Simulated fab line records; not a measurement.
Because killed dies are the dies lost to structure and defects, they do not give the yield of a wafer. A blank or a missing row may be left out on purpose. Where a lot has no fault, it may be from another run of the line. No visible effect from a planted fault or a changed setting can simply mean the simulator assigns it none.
Which tool did it?    flow n5 finfet    11 lots, 33 wafers sampled, at 5 steps of a route of 1938

WHAT EACH GAUGE READ, for each wafer
N5_BEOL_M11_INSPECT_13: inspects for defects (brightfield).
lot   measured      on                 raw defect count
L156  day 11 05:23  defect inspect-02  528 371 392
L155  day 11 15:52  defect inspect-02  592 433 521
L157  day 12 07:13  defect inspect-02  446 366 340
L158  day 12 07:31  defect inspect-02  244 379 336
L159  day 12 16:46  defect inspect-01  381 557 483
L161  day 13 16:06  defect inspect-01  791 384 812
L164  day 13 18:19  defect inspect-01  449 466 433
L169  day 14 22:43  defect inspect-01  199 381 408
L170  day 16 03:04  defect inspect-02  264 322 451
L178  day 17 22:51  defect inspect-01  337 512 363
L176  day 17 22:56  defect inspect-01  462 535 387

WHAT TOOL EACH LOT RAN ON (gives the tool, then ch and the chambers of the sampled wafers, and finally the start)
lot   N5_BEOL_M10_ANNEAL_51             N5_BEOL_M10_DEP_56               N5_BEOL_M11_PECVD_70             N5_BEOL_M11_HM_DEP_02
L156  rtp anneal-02 ch 0, day 11 02:34  pecvd-01 ch 0,2, day 11 03:11    pecvd-02 ch 0,1,2, day 11 03:56  pvd sputter-03, day 11 04:50
L155  rtp anneal-02 ch 0, day 11 13:19  pecvd-03 ch 0,1, day 11 13:56    pecvd-01 ch 0,1, day 11 14:42    pvd sputter-02, day 11 15:19
L157  rtp anneal-02 ch 0, day 12 03:40  pecvd-03 ch 0,1, day 12 04:19    pecvd-02 ch 0,1, day 12 05:05    pvd sputter-01, day 12 06:47
L158  rtp anneal-02 ch 0, day 12 04:18  pecvd-01 ch 0,1,2, day 12 04:52  pecvd-02 ch 0,1, day 12 05:40    pvd sputter-01, day 12 07:05
L159  rtp anneal-02 ch 0, day 12 12:58  pecvd-03 ch 0,1,2, day 12 13:37  pecvd-02 ch 0,1,2, day 12 14:35  pvd sputter-02, day 12 16:13
L161  rtp anneal-01 ch 0, day 13 13:59  pecvd-01 ch 0,1, day 13 14:38    pecvd-03 ch 0,2, day 13 15:25    pvd sputter-02, day 13 15:40
L164  rtp anneal-01 ch 0, day 13 15:48  pecvd-01 ch 0,1, day 13 16:25    pecvd-02 ch 1,2, day 13 17:10    pvd sputter-01, day 13 17:46
L169  rtp anneal-02 ch 0, day 14 20:36  pecvd-04 ch 0,2, day 14 21:13    pecvd-01 ch 0,1,2, day 14 21:59  pvd sputter-03, day 14 22:10
L170  rtp anneal-02 ch 0, day 15 23:52  pecvd-03 ch 0,2, day 16 00:29    pecvd-02 ch 0,2, day 16 01:15    pvd sputter-01, day 16 02:31
L178  rtp anneal-01 ch 0, day 17 17:29  pecvd-04 ch 0,1,2, day 17 18:08  pecvd-01 ch 0,1, day 17 18:55    pvd sputter-03, day 17 22:14
L176  rtp anneal-01 ch 0, day 17 20:13  pecvd-04 ch 0,1,2, day 17 20:52  pecvd-02 ch 0,2, day 17 21:38    pvd sputter-03, day 17 22:26
- N5_BEOL_M10_ANNEAL_51: time 90 s.
- N5_BEOL_M10_DEP_56: deposits SiCN from 3MS/NH3, target thk 15 nm, time 26.5 s.
- N5_BEOL_M11_PECVD_70: deposits SiO2 from TEOS/O2, target thk 20 nm, time 22.7 s.
- N5_BEOL_M11_HM_DEP_02: deposits TiN, target thk 20 nm.

WHAT THE TOOLS THEMSELVES READ (means of the sampled wafers that have a number; where no wafer has one, the mark that the record gives instead)
N5_BEOL_M10_ANNEAL_51.
lot   tool           wafer_temp_C_max
L156  rtp anneal-02  226.10
L155  rtp anneal-02  225.99
L157  rtp anneal-02  225.92
L158  rtp anneal-02  226.12
L159  rtp anneal-02  226.18
L161  rtp anneal-01  226.13
L164  rtp anneal-01  225.68
L169  rtp anneal-02  226.08
L170  rtp anneal-02  226.20
L178  rtp anneal-01  226.12
L176  rtp anneal-01  225.76

N5_BEOL_M10_DEP_56.
lot   tool      showerhead plenum p Torr (Torr)  showerhead vpp V (V)  throttle valve pct (%)
L156  pecvd-01  3.674                            908                   8.4
L155  pecvd-03  3.672                            837                   9.5
L157  pecvd-03  3.681                            819                   9.2
L158  pecvd-01  3.662                            896                   8.7
L159  pecvd-03  3.672                            839                   8.8
L161  pecvd-01  3.664                            879                   8.9
L164  pecvd-01  3.662                            885                   8.9
L169  pecvd-04  3.657                            847                   9.2
L170  pecvd-03  3.669                            857                   8.9
L178  pecvd-04  3.667                            859                   9.3
L176  pecvd-04  3.666                            861                   9.3

N5_BEOL_M11_PECVD_70.
lot   tool      heater power w (W)  showerhead plenum p Torr (Torr)  showerhead vpp V (V)  throttle valve pct (%)
L156  pecvd-02  816                 8.74                             1280                  22.0
L155  pecvd-01  730                 8.77                             1321                  21.6
L157  pecvd-02  841                 8.78                             1275                  22.6
L158  pecvd-02  714                 8.75                             1303                  23.3
L159  pecvd-02  795                 8.75                             1271                  22.3
L161  pecvd-03  646                 8.80                             1287                  21.6
L164  pecvd-02  818                 8.73                             1262                  20.8
L169  pecvd-01  675                 8.78                             1317                  21.5
L170  pecvd-02  809                 8.73                             1273                  21.8
L178  pecvd-01  704                 8.76                             1315                  22.4
L176  pecvd-02  753                 8.72                             1265                  21.8

N5_BEOL_M11_HM_DEP_02.
lot   tool            throttle valve pct (%)
L156  pvd sputter-03  30.2
L155  pvd sputter-02  31.4
L157  pvd sputter-01  31.7
L158  pvd sputter-01  31.0
L159  pvd sputter-02  30.7
L161  pvd sputter-02  31.9
L164  pvd sputter-01  31.4
L169  pvd sputter-03  31.1
L170  pvd sputter-01  31.0
L178  pvd sputter-03  29.4
L176  pvd sputter-03  30.1

THE ANSWER, worked out from the rows above alone
Rule: the usual values come from the lots themselves. Put in order of their means at a reading, lots are off if they are a third of the lots or fewer, leave a main group of 4 or more, and stand apart from it by a gap of 3 or more times the standard deviation of the main group's means; of several such gaps the widest counts. If all means in a main group match to the digits the tables above print for the reading, that group is not used. Also off: a lot with no number at a reading for which 4 or more lots have one. Any other lot the step has rows for is counted as sound. Order of review: gauges by route order, followed by the tools' own readings, for which a lot's mean as printed above is used. At the first step where some lot is off, the reading lying furthest off is the one used; lots without a number count as furthest.
No lot is off on any of the readings shown, so nothing can be concluded from this.

WHAT HAD BEEN PUT IN BY THE SIMULATOR
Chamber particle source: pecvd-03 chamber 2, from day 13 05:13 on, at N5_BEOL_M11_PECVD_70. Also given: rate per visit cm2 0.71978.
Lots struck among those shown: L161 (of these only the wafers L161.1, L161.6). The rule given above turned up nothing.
